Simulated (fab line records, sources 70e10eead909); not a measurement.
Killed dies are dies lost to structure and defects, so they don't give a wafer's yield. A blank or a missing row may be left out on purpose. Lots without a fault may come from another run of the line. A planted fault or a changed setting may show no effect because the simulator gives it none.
A struck lot beside a sound one | flow nand_harc | 14 steps out of a route of 1159
Sound: wafers L431.2, L431.4, L431.5. Struck: wafers L438.1, L438.3, L438.5. The cause comes at the end.
At each step with rows: each side's tool, then ch and its chambers, then its first start. Under that, the readings that differ: sound wafers | struck wafers | difference of the means | sigmas: that difference in standard deviations of wafers without a fault.
alike: readings whose means differ by less than 2 such deviations, and words and numbers that are the same on both sides. not compared: withheld readings, readings that some wafer has no value for, bounds like >300 that may hide the same value, and numbers for which the record gives no deviation and whose values overlap.
The two part at a step that has a row with sigmas, a row that says differs or no value, or rows on one side only. Numbers that don't overlap but have no deviation are shown without sigmas and don't part them. A reading that every wafer of one side lacks parts them only if that side has two wafers or more.

NHARC_A_STAIRCASE_ETCH_221: etches the open film in C4F8/O2, target depth 100 nm, time 40.5 s.
  sound on rie_diel-12 ch 0,2,3; struck on rie_diel-12 ch 2,3
  alike: oes_product_au, rf_vpp_V
  not compared: rf_hours_counter_h
NHARC_A_STAIRCASE_TRIM_222: chemistry O2, time 211.2 s.
  sound on rie_diel-12 ch 1,3; struck on rie_diel-12 ch 0,1,3
  alike: drypump_motor_current_A, oes_product_au, rf_vpp_V, run_length_s, showerhead_plenum_p_Torr, throttle_valve_pct
  not compared: rf_hours_counter_h
then, 3 steps without rows for these wafers: NHARC_A_STAIRCASE_ETCH_223 (etches the open film in C4F8/O2, target depth 100 nm, time 40.5 s); NHARC_A_STAIRCASE_TRIM_224 (chemistry O2, time 211.2 s); NHARC_A_STAIRCASE_ETCH_225 (etches the open film in C4F8/O2, target depth 100 nm, time 40.5 s).
NHARC_A_STAIRCASE_TRIM_226: chemistry O2, time 211.2 s.
  sound on rie_diel-12 ch 0,2,3; struck on rie_diel-12 ch 1,2,3
  alike: drypump_motor_current_A, oes_product_au, rf_vpp_V, run_length_s, showerhead_plenum_p_Torr, throttle_valve_pct
  not compared: rf_hours_counter_h
NHARC_A_STAIRCASE_ETCH_227: etches the open film in C4F8/O2, target depth 100 nm, time 40.5 s.
  sound on rie_diel-12 ch 0,1,3; struck on rie_diel-12 ch 1,2,3
  reading               | sound             | struck            | difference | sigmas
  oes_product_au (a.u.) | 0.927 0.917 0.933 | 0.950 0.958 0.939 | +0.023     | +2
  alike: rf_vpp_V
  not compared: rf_hours_counter_h
then, 4 steps without rows for these wafers: NHARC_A_STAIRCASE_TRIM_229 (chemistry O2, time 211.2 s); NHARC_A_STAIRCASE_ETCH_230 (etches the open film in C4F8/O2, target depth 100 nm, time 40.5 s); NHARC_A_STAIRCASE_TRIM_231 (chemistry O2, time 211.2 s); NHARC_A_STAIRCASE_ETCH_232 (etches the open film in C4F8/O2, target depth 100 nm, time 40.5 s).
NHARC_A_STAIRCASE_TRIM_233: chemistry O2, time 211.2 s.
  sound on rie_diel-12 ch 1,3, day 11 19:01; struck on rie_diel-12 ch 1,2,3, day 13 07:29
  reading          | sound             | struck            | difference | sigmas
  run_length_s (s) | 231.8 232.1 232.1 | 224.1 224.7 224.2 | -7.7       | -14
  alike: drypump_motor_current_A, oes_product_au, rf_vpp_V, showerhead_plenum_p_Torr, throttle_valve_pct
  not compared: rf_hours_counter_h
NHARC_A_STAIRCASE_ETCH_234: etches the open film in C4F8/O2, target depth 100 nm, time 40.5 s.
  sound on rie_diel-12 ch 0,1,2; struck on rie_diel-12 ch 0,1
  alike: oes_product_au, rf_vpp_V
  not compared: rf_hours_counter_h
-- the record jumps here: 8 days lie between the struck wafers' starts before and after (it left off in module A_STAIRCASE and takes up again in module END, whose first step shown is number 1159 of the route) --
NHARC_END_SORT_01:
  the record has rows for the struck wafers here (prober-02 ch 0, day 21 09:50) and none for the sound ones

WHERE THEY PART
First at NHARC_A_STAIRCASE_ETCH_227; last, within this record, at NHARC_END_SORT_01.

WHY: what the simulator had put in
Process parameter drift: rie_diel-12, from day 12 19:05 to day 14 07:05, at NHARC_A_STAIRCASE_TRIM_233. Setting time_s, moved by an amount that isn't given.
